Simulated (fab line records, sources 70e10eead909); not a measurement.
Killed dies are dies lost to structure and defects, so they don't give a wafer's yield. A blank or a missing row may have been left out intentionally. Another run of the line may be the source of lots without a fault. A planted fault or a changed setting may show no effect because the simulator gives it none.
Chamber matching	flow nand-harc	NHARC_P_M1_PRE_CLEAN_32 on pecvd-02 has 3 sister chambers
The step time 12 s. 18 wafers are shown with their chamber, then 9 later ones without.

== WAFERS PAIRED WITH THEIR CHAMBERS ==
wafer	chamber	heater-power-outer-w (W)	heater-power-w (W)
L077.2	0	314	552
L077.4	2	384	630
L077.5	2	381	622
L078.1	2	421	636
L078.4	2	403	649
L078.5	0	255	456
L080.2	2	380	618
L080.5	2	391	631
L080.6	0	286	520
L082.1	2	410	643
L082.4	1	286	562
L082.6	2	417	643
L088.2	2	393	635
L088.4	2	403	632
L088.5	1	356	650
L090.1	2	431	699
L090.2	1	332	628
L090.6	2	426	661

SIGNATURES (means of the wafers above)
reading	chamber 0	chamber 1	chamber 2	scatter within a chamber
heater-power-outer-w	285.00	324.67	403.33	22.8
heater-power-w	509.33	613.33	641.58	30.6
Rule: a wafer's distance from a chamber is the root of the sum, over the readings, of the square of ((its reading less the chamber's mean) divided by the reading's scatter). If the next closest chamber is less than 2 further off than the closest, the wafer can't be placed; otherwise it belongs to the closest. How the scatter is found: for the shown wafers, subtract from each reading the mean of its chamber, square and add these, divide the total by (wafers less chambers), then take the root.

== WAFERS WITHOUT THEIR CHAMBER ==
wafer	heater-power-outer-w (W)	heater-power-w (W)
L092.3	369	608
L092.4	382	613
L092.5	249	478
L095.2	312	544
L095.5	352	670
L095.6	397	629
L096.1	322	614
L096.3	428	680
L096.6	436	671

== WHICH CHAMBER EACH ONE RAN IN ==
wafer	from the rows above	in truth
L092.3	can't be placed: 2 or 1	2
L092.4	can't be placed: 2 or 1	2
L092.5	0	0
L095.2	can't be placed: 0 or 1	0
L095.5	can't be placed: 1 or 2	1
L095.6	2	2
L096.1	1	1
L096.3	2	2
L096.6	2	2
Placed correctly: 5 of 9. Not placeable from these rows: 4 (in 4, the candidates include the true chamber). Number placed wrongly: 0.
